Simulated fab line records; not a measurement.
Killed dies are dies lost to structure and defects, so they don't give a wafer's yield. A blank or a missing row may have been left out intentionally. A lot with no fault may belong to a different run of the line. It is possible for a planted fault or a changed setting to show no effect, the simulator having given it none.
Tool commonality check :: flow nand-harc :: 36 wafers sampled across 12 lots

== THE REASON FOR OPENING IT ==
Flagged at NHARC_P_GATE_INSPECT_68: reading raw-defect-count, on 2 of 12 lots. Fault-free wafers read 185, with a standard deviation of 65.
Rule: a lot gets a flag if all its wafers with a number sit over 4 standard deviations from that mean, or if no wafer of it has a number. The rest of the lots are taken to be sound.

lot: L308
measured: day 5 16:07
on: defect-inspect-02
raw-defect-count, wafer by wafer: 150 225 207
flag: 

lot: L310
measured: day 5 19:29
on: defect-inspect-02
raw-defect-count, wafer by wafer: 132 173 156
flag: 

lot: L312
measured: day 6 09:09
on: defect-inspect-01
raw-defect-count, wafer by wafer: 1151 1115 1189
flag: FLAGGED

lot: L313
measured: day 6 16:46
on: defect-inspect-01
raw-defect-count, wafer by wafer: 148 172 127
flag: 

lot: L315
measured: day 7 10:56
on: defect-inspect-01
raw-defect-count, wafer by wafer: 1117 1068 1088
flag: FLAGGED

lot: L321
measured: day 8 19:30
on: defect-inspect-02
raw-defect-count, wafer by wafer: 120 159 148
flag: 

lot: L324
measured: day 9 14:55
on: defect-inspect-02
raw-defect-count, wafer by wafer: 222 178 168
flag: 

lot: L325
measured: day 9 18:35
on: defect-inspect-01
raw-defect-count, wafer by wafer: 194 365 173
flag: 

lot: L326
measured: day 10 03:37
on: defect-inspect-02
raw-defect-count, wafer by wafer: 90 267 261
flag: 

lot: L327
measured: day 10 10:44
on: defect-inspect-02
raw-defect-count, wafer by wafer: 296 266 260
flag: 

lot: L330
measured: day 10 23:51
on: defect-inspect-02
raw-defect-count, wafer by wafer: 113 125 216
flag: 

lot: L331
measured: day 11 00:50
on: defect-inspect-01
raw-defect-count, wafer by wafer: 191 213 130
flag: 
On average the flagged lots' numbers are 1121, which is +936 against the usual, or +14 standard deviations.

== LOT BY LOT: THE TOOL USED ==
4 process steps preceding the reading are held in the record, out of 1159 steps in the route. In each cell: the tool, then ch and the chambers that the sampled wafers went through, then the start.
lot: L308
flag: 
NHARC_P_GATE_PRECLEAN_99: wet-bench-05 ch 0,2,6, day 5 05:55
NHARC_P_GATE_STRIP_76: plasma-asher-02 ch 0,1, day 5 11:59
NHARC_P_GATE_RTA_80: rtp-anneal-01 ch 0, day 5 15:28
NHARC_P_GATE_RTA_82: rtp-anneal-02 ch 0, day 5 15:55

lot: L310
flag: 
NHARC_P_GATE_PRECLEAN_99: wet-bench-07 ch 0,1,5, day 5 11:59
NHARC_P_GATE_STRIP_76: plasma-asher-01 ch 0,1, day 5 15:26
NHARC_P_GATE_RTA_80: rtp-anneal-02 ch 0, day 5 18:49
NHARC_P_GATE_RTA_82: rtp-anneal-01 ch 0, day 5 19:17

lot: L312
flag: FLAGGED
NHARC_P_GATE_PRECLEAN_99: wet-bench-07 ch 3,4,5, day 6 01:53
NHARC_P_GATE_STRIP_76: plasma-asher-02 ch 0,1, day 6 05:14
NHARC_P_GATE_RTA_80: rtp-anneal-02 ch 0, day 6 08:29
NHARC_P_GATE_RTA_82: rtp-anneal-02 ch 0, day 6 08:57

lot: L313
flag: 
NHARC_P_GATE_PRECLEAN_99: wet-bench-05 ch 5,6,7, day 6 09:34
NHARC_P_GATE_STRIP_76: plasma-asher-01 ch 0,1, day 6 12:53
NHARC_P_GATE_RTA_80: rtp-anneal-02 ch 0, day 6 16:07
NHARC_P_GATE_RTA_82: rtp-anneal-01 ch 0, day 6 16:34

lot: L315
flag: FLAGGED
NHARC_P_GATE_PRECLEAN_99: wet-bench-07 ch 5,6,7, day 7 00:56
NHARC_P_GATE_STRIP_76: plasma-asher-01 ch 0,1, day 7 06:19
NHARC_P_GATE_RTA_80: rtp-anneal-02 ch 0, day 7 10:17
NHARC_P_GATE_RTA_82: rtp-anneal-01 ch 0, day 7 10:44

lot: L321
flag: 
NHARC_P_GATE_PRECLEAN_99: wet-bench-06 ch 2,3,7, day 8 11:20
NHARC_P_GATE_STRIP_76: plasma-asher-01 ch 0, day 8 14:37
NHARC_P_GATE_RTA_80: rtp-anneal-01 ch 0, day 8 18:34
NHARC_P_GATE_RTA_82: rtp-anneal-02 ch 0, day 8 19:20

lot: L324
flag: 
NHARC_P_GATE_PRECLEAN_99: wet-bench-07 ch 5,6,7, day 9 07:16
NHARC_P_GATE_STRIP_76: plasma-asher-01 ch 0,1, day 9 10:37
NHARC_P_GATE_RTA_80: rtp-anneal-01 ch 0, day 9 14:18
NHARC_P_GATE_RTA_82: rtp-anneal-02 ch 0, day 9 14:46

lot: L325
flag: 
NHARC_P_GATE_PRECLEAN_99: wet-bench-07 ch 4,6,7, day 9 11:29
NHARC_P_GATE_STRIP_76: plasma-asher-02 ch 0,1, day 9 14:43
NHARC_P_GATE_RTA_80: rtp-anneal-01 ch 0, day 9 17:56
NHARC_P_GATE_RTA_82: rtp-anneal-02 ch 0, day 9 18:23

lot: L326
flag: 
NHARC_P_GATE_PRECLEAN_99: wet-bench-07 ch 1,2,4, day 9 20:17
NHARC_P_GATE_STRIP_76: plasma-asher-02 ch 0,1, day 9 23:38
NHARC_P_GATE_RTA_80: rtp-anneal-02 ch 0, day 10 03:02
NHARC_P_GATE_RTA_82: rtp-anneal-01 ch 0, day 10 03:30

lot: L327
flag: 
NHARC_P_GATE_PRECLEAN_99: wet-bench-07 ch 3,4,6, day 10 03:19
NHARC_P_GATE_STRIP_76: plasma-asher-01 ch 0,1, day 10 06:44
NHARC_P_GATE_RTA_80: rtp-anneal-02 ch 0, day 10 10:08
NHARC_P_GATE_RTA_82: rtp-anneal-02 ch 0, day 10 10:35

lot: L330
flag: 
NHARC_P_GATE_PRECLEAN_99: wet-bench-07 ch 0,5,7, day 10 16:19
NHARC_P_GATE_STRIP_76: plasma-asher-01 ch 0, day 10 19:39
NHARC_P_GATE_RTA_80: rtp-anneal-02 ch 0, day 10 23:00
NHARC_P_GATE_RTA_82: rtp-anneal-01 ch 0, day 10 23:41

lot: L331
flag: 
NHARC_P_GATE_PRECLEAN_99: wet-bench-05 ch 1,4,7, day 10 16:52
NHARC_P_GATE_STRIP_76: plasma-asher-02 ch 0, day 10 20:13
NHARC_P_GATE_RTA_80: rtp-anneal-02 ch 0, day 11 00:13
NHARC_P_GATE_RTA_82: rtp-anneal-01 ch 0, day 11 00:40
What is done by these steps:
- NHARC_P_GATE_PRECLEAN_99: cleans in SC1.
- NHARC_P_GATE_STRIP_76: strips in O2.
- NHARC_P_GATE_RTA_80: time 30 s.
- NHARC_P_GATE_RTA_82: time 30 s.
- NHARC_P_GATE_INSPECT_68

== FLAGGED OVER TOTAL, TOOL BY TOOL (the gauges that took the reading come last) ==
step: NHARC_P_GATE_PRECLEAN_99
tool: wet-bench-05
lots run: 3
flagged: 0
share of the flagged lots: none
sound lots run after its first flagged lot: -

step: NHARC_P_GATE_PRECLEAN_99
tool: wet-bench-06
lots run: 1
flagged: 0
share of the flagged lots: none
sound lots run after its first flagged lot: -

step: NHARC_P_GATE_PRECLEAN_99
tool: wet-bench-07
lots run: 8
flagged: 2
share of the flagged lots: all
sound lots run after its first flagged lot: 5 (L324,L325,L326,L327,L330)

step: NHARC_P_GATE_STRIP_76
tool: plasma-asher-01
lots run: 7
flagged: 1
share of the flagged lots: some
sound lots run after its first flagged lot: 4 (L321,L324,L327,L330)

step: NHARC_P_GATE_STRIP_76
tool: plasma-asher-02
lots run: 5
flagged: 1
share of the flagged lots: some
sound lots run after its first flagged lot: 3 (L325,L326,L331)

step: NHARC_P_GATE_RTA_80
tool: rtp-anneal-01
lots run: 4
flagged: 0
share of the flagged lots: none
sound lots run after its first flagged lot: -

step: NHARC_P_GATE_RTA_80
tool: rtp-anneal-02
lots run: 8
flagged: 2
share of the flagged lots: all
sound lots run after its first flagged lot: 5 (L313,L326,L327,L330,L331)

step: NHARC_P_GATE_RTA_82
tool: rtp-anneal-01
lots run: 6
flagged: 1
share of the flagged lots: some
sound lots run after its first flagged lot: 3 (L326,L330,L331)

step: NHARC_P_GATE_RTA_82
tool: rtp-anneal-02
lots run: 6
flagged: 1
share of the flagged lots: some
sound lots run after its first flagged lot: 4 (L321,L324,L325,L327)

step: NHARC_P_GATE_INSPECT_68
tool: defect-inspect-01
lots run: 5
flagged: 2
share of the flagged lots: all
sound lots run after its first flagged lot: 3 (L313,L325,L331)

step: NHARC_P_GATE_INSPECT_68
tool: defect-inspect-02
lots run: 7
flagged: 0
share of the flagged lots: none
sound lots run after its first flagged lot: -

== THE TABLE: WHAT IT ALLOWS ==
3 rows of the table ran every flagged lot: wet-bench-07 at NHARC_P_GATE_PRECLEAN_99, rtp-anneal-02 at NHARC_P_GATE_RTA_80, defect-inspect-01 at NHARC_P_GATE_INSPECT_68.
- wet-bench-07 at NHARC_P_GATE_PRECLEAN_99: 2 of its 8 lots flagged. Lots that were sound ran on it after the first flagged one (L324, L325, L326, L327, L330); a persistent fault on the entire tool would not allow that.
- rtp-anneal-02 at NHARC_P_GATE_RTA_80: 2 of its 8 lots flagged. Lots that were sound ran on it after the first flagged one (L313, L326, L327, L330, L331); a persistent fault on the entire tool would not allow that.
- defect-inspect-01 at NHARC_P_GATE_INSPECT_68: 2 of its 5 lots flagged. Lots that were sound ran on it after the first flagged one (L313, L325, L331); a persistent fault on the entire tool would not allow that.
Not one row of the table ran every flagged lot while running no sound lot after the first.

== WHAT THE SIMULATOR HAD PUT IN ==
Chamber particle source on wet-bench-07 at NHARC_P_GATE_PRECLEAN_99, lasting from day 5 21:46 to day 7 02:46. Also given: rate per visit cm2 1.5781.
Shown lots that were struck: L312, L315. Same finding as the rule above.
